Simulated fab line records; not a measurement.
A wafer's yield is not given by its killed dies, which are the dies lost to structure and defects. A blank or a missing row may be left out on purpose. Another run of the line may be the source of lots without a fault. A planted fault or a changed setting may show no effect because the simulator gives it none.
Split-lot study :: flow n5_finfet :: 39 wafers read from 7 lots, route of 1938 steps

## THE SPLIT ITSELF
At N5_BEOL_M6_HM_DEP_02 (deposits TiN, target thk 20 nm), the setting target_thk_a was moved away from the recipe's 200 angstrom on 18 of the 39 wafers read, by -54.8% to +27.9%. The other wafers ran this setting at the recipe's value.

## FROM THE SPLIT TO THE READING: what the file shows between them, 4 steps
- N5_BEOL_M6_COAT_59: time 60 s, resist thk 100 nm
- N5_BEOL_M6_COAT_60: time 60 s, resist thk 35 nm
- N5_BEOL_M6_STRIP_68: strips in N2/H2
- N5_BEOL_M6_STRIP_67: strips in CF4

## THE READING
etch.depth_nm (the simulator's own value, which no gauge read), in nm, at N5_BEOL_M6_HM_OPEN_17 (chemistry Cl2/BCl3, target TiN, target depth 20 nm, overetch 6 nm). The file does not state a usual value for it. Across the 21 wafers here that went through the recipe, the average is 20.064 nm and the standard deviation 0.14 nm.

wafer: L076.1
tool, chamber at the split: pvd_sputter-03, -
target_thk_a as run, angstrom: 248.9
against the recipe: +24.4%
etch.depth_nm, nm: 25.08
against lot-mates on the recipe: +5.183

wafer: L076.2
tool, chamber at the split: pvd_sputter-03, -
target_thk_a as run, angstrom: 200
against the recipe: recipe
etch.depth_nm, nm: 19.76
against lot-mates on the recipe: -

wafer: L076.3
tool, chamber at the split: pvd_sputter-03, -
target_thk_a as run, angstrom: 248.9
against the recipe: +24.4%
etch.depth_nm, nm: 24.73
against lot-mates on the recipe: +4.833

wafer: L076.4
tool, chamber at the split: pvd_sputter-03, -
target_thk_a as run, angstrom: 200
against the recipe: recipe
etch.depth_nm, nm: 19.91
against lot-mates on the recipe: -

wafer: L076.5
tool, chamber at the split: pvd_sputter-03, -
target_thk_a as run, angstrom: 248.9
against the recipe: +24.4%
etch.depth_nm, nm: 24.62
against lot-mates on the recipe: +4.723

wafer: L076.6
tool, chamber at the split: pvd_sputter-03, -
target_thk_a as run, angstrom: 200
against the recipe: recipe
etch.depth_nm, nm: 20.02
against lot-mates on the recipe: -

wafer: L075.1
tool, chamber at the split: pvd_sputter-01, -
target_thk_a as run, angstrom: 200
against the recipe: recipe
etch.depth_nm, nm: 19.96
against lot-mates on the recipe: -

wafer: L075.2
tool, chamber at the split: pvd_sputter-01, -
target_thk_a as run, angstrom: 255.8
against the recipe: +27.9%
etch.depth_nm, nm: 25.69
against lot-mates on the recipe: +5.660

wafer: L075.3
tool, chamber at the split: pvd_sputter-01, -
target_thk_a as run, angstrom: 255.8
against the recipe: +27.9%
etch.depth_nm, nm: 25.52
against lot-mates on the recipe: +5.490

wafer: L075.4
tool, chamber at the split: pvd_sputter-01, -
target_thk_a as run, angstrom: 255.8
against the recipe: +27.9%
etch.depth_nm, nm: 25.53
against lot-mates on the recipe: +5.500

wafer: L075.5
tool, chamber at the split: pvd_sputter-01, -
target_thk_a as run, angstrom: 200
against the recipe: recipe
etch.depth_nm, nm: 19.93
against lot-mates on the recipe: -

wafer: L075.6
tool, chamber at the split: pvd_sputter-01, -
target_thk_a as run, angstrom: 200
against the recipe: recipe
etch.depth_nm, nm: 20.2
against lot-mates on the recipe: -

wafer: L080.1
tool, chamber at the split: pvd_sputter-03, -
target_thk_a as run, angstrom: 200
against the recipe: recipe
etch.depth_nm, nm: 20.21
against lot-mates on the recipe: -

wafer: L080.2
tool, chamber at the split: pvd_sputter-03, -
target_thk_a as run, angstrom: 200
against the recipe: recipe
etch.depth_nm, nm: 20.16
against lot-mates on the recipe: -

wafer: L080.3
tool, chamber at the split: pvd_sputter-03, -
target_thk_a as run, angstrom: 125
against the recipe: -37.5%
etch.depth_nm, nm: 12.56
against lot-mates on the recipe: -7.597

wafer: L080.4
tool, chamber at the split: pvd_sputter-03, -
target_thk_a as run, angstrom: 125
against the recipe: -37.5%
etch.depth_nm, nm: 12.33
against lot-mates on the recipe: -7.827

wafer: L080.5
tool, chamber at the split: pvd_sputter-03, -
target_thk_a as run, angstrom: 125
against the recipe: -37.5%
etch.depth_nm, nm: 12.63
against lot-mates on the recipe: -7.527

wafer: L080.6
tool, chamber at the split: pvd_sputter-03, -
target_thk_a as run, angstrom: 200
against the recipe: recipe
etch.depth_nm, nm: 20.1
against lot-mates on the recipe: -

wafer: L078.3
tool, chamber at the split: pvd_sputter-02, -
target_thk_a as run, angstrom: 200
against the recipe: recipe
etch.depth_nm, nm: 19.92
against lot-mates on the recipe: -

wafer: L078.4
tool, chamber at the split: pvd_sputter-02, -
target_thk_a as run, angstrom: 200
against the recipe: recipe
etch.depth_nm, nm: 19.87
against lot-mates on the recipe: -

wafer: L078.6
tool, chamber at the split: pvd_sputter-02, -
target_thk_a as run, angstrom: 200
against the recipe: recipe
etch.depth_nm, nm: 19.97
against lot-mates on the recipe: -

wafer: L089.1
tool, chamber at the split: pvd_sputter-03, -
target_thk_a as run, angstrom: 200
against the recipe: recipe
etch.depth_nm, nm: 20.35
against lot-mates on the recipe: -

wafer: L089.2
tool, chamber at the split: pvd_sputter-03, -
target_thk_a as run, angstrom: 200
against the recipe: recipe
etch.depth_nm, nm: 20.3
against lot-mates on the recipe: -

wafer: L089.3
tool, chamber at the split: pvd_sputter-03, -
target_thk_a as run, angstrom: 106.2
against the recipe: -46.9%
etch.depth_nm, nm: 10.87
against lot-mates on the recipe: -9.383

wafer: L089.4
tool, chamber at the split: pvd_sputter-03, -
target_thk_a as run, angstrom: 106.2
against the recipe: -46.9%
etch.depth_nm, nm: 10.52
against lot-mates on the recipe: -9.733

wafer: L089.5
tool, chamber at the split: pvd_sputter-03, -
target_thk_a as run, angstrom: 106.2
against the recipe: -46.9%
etch.depth_nm, nm: 10.8
against lot-mates on the recipe: -9.453

wafer: L089.6
tool, chamber at the split: pvd_sputter-03, -
target_thk_a as run, angstrom: 200
against the recipe: recipe
etch.depth_nm, nm: 20.11
against lot-mates on the recipe: -

wafer: L091.1
tool, chamber at the split: pvd_sputter-01, -
target_thk_a as run, angstrom: 157.4
against the recipe: -21.3%
etch.depth_nm, nm: 15.86
against lot-mates on the recipe: -4.250

wafer: L091.2
tool, chamber at the split: pvd_sputter-01, -
target_thk_a as run, angstrom: 200
against the recipe: recipe
etch.depth_nm, nm: 20.02
against lot-mates on the recipe: -

wafer: L091.3
tool, chamber at the split: pvd_sputter-01, -
target_thk_a as run, angstrom: 157.4
against the recipe: -21.3%
etch.depth_nm, nm: 15.67
against lot-mates on the recipe: -4.440

wafer: L091.4
tool, chamber at the split: pvd_sputter-01, -
target_thk_a as run, angstrom: 200
against the recipe: recipe
etch.depth_nm, nm: 20.23
against lot-mates on the recipe: -

wafer: L091.5
tool, chamber at the split: pvd_sputter-01, -
target_thk_a as run, angstrom: 157.4
against the recipe: -21.3%
etch.depth_nm, nm: 15.97
against lot-mates on the recipe: -4.140

wafer: L091.6
tool, chamber at the split: pvd_sputter-01, -
target_thk_a as run, angstrom: 200
against the recipe: recipe
etch.depth_nm, nm: 20.08
against lot-mates on the recipe: -

wafer: L093.1
tool, chamber at the split: pvd_sputter-01, -
target_thk_a as run, angstrom: 90.37
against the recipe: -54.8%
etch.depth_nm, nm: 8.828
against lot-mates on the recipe: -11.252

wafer: L093.2
tool, chamber at the split: pvd_sputter-01, -
target_thk_a as run, angstrom: 200
against the recipe: recipe
etch.depth_nm, nm: 20.11
against lot-mates on the recipe: -

wafer: L093.3
tool, chamber at the split: pvd_sputter-01, -
target_thk_a as run, angstrom: 90.37
against the recipe: -54.8%
etch.depth_nm, nm: 8.911
against lot-mates on the recipe: -11.169

wafer: L093.4
tool, chamber at the split: pvd_sputter-01, -
target_thk_a as run, angstrom: 90.37
against the recipe: -54.8%
etch.depth_nm, nm: 9.251
against lot-mates on the recipe: -10.829

wafer: L093.5
tool, chamber at the split: pvd_sputter-01, -
target_thk_a as run, angstrom: 200
against the recipe: recipe
etch.depth_nm, nm: 20.04
against lot-mates on the recipe: -

wafer: L093.6
tool, chamber at the split: pvd_sputter-01, -
target_thk_a as run, angstrom: 200
against the recipe: recipe
etch.depth_nm, nm: 20.09
against lot-mates on the recipe: -

THE FIT
A straight line over all 39 wafers: etch.depth_nm changes by +0.2 nm for each +1% of target_thk_a; r = +1.00; the points scatter about the line by 0.16 nm.
The same after taking each lot's own level away (the mean of its wafers on the recipe; 39 wafers): +0.202 nm for each +1%; r = +1.00; scatter 0.13 nm.
On that fit, the largest move of target_thk_a shifts the reading by 11 nm.
From 19.8967 to 20.2533 nm: that is the span of the lots' own levels, equal to 2.5 times the standard deviation above.
Consequently the slope shifts little with the lot-to-lot level, the two slopes agreeing.
Check: -11.1 nm against its lot-mates is what the line predicts for one of the wafers moved furthest among these (-54.8%) when that wafer is left out of the fit. It came out at -11.3 nm against them.

## THE OTHER SPLITS THESE WAFERS WENT THROUGH
These wafers also went through other splits before the reading. Each is held against what the fit with the lots' levels taken away leaves over:
other split on the same wafers: N5_PMOS_HMC_CHANNEL_EPI_DEVELOP_08 develop_time_s
wafers away from the commonest value: 12
r with etch.depth_nm (lot level and that fit taken away): -0.15

other split on the same wafers: N5_DUMMY_GATE_HM_DEP_06 target_thk_a
wafers away from the commonest value: 24
r with etch.depth_nm (lot level and that fit taken away): +0.07

other split on the same wafers: N5_DUMMY_GATE_ETCH_32 time_s
wafers away from the commonest value: 12
r with etch.depth_nm (lot level and that fit taken away): +0.01

other split on the same wafers: N5_BEOL_M2_HM_DEP_02 target_thk_a
wafers away from the commonest value: 18
r with etch.depth_nm (lot level and that fit taken away): +0.06

## THE WHOLE CHAIN: every reading that the file lists as answering this split, in the file's order
step: N5_BEOL_M6_HM_DEP_02
what it does: deposits TiN, target thk 20 nm
reading: TiN_of_BEOL_M6_HM_DEP_02.thk_nm (the simulator's own value, which no gauge read)
change (the file's fit): +0.202 nm for each +1% of the setting
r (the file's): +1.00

step: N5_BEOL_M6_HM_OPEN_17
what it does: chemistry Cl2/BCl3, target TiN, target depth 20 nm, overetch 6 nm
reading: etch.depth_nm (the simulator's own value, which no gauge read)
change (the file's fit): +0.202 nm for each +1% of the setting
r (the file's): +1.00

## FILE'S OWN FIT
etch.depth_nm changes by +0.202 nm for each +1% of target_thk_a, r = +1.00.
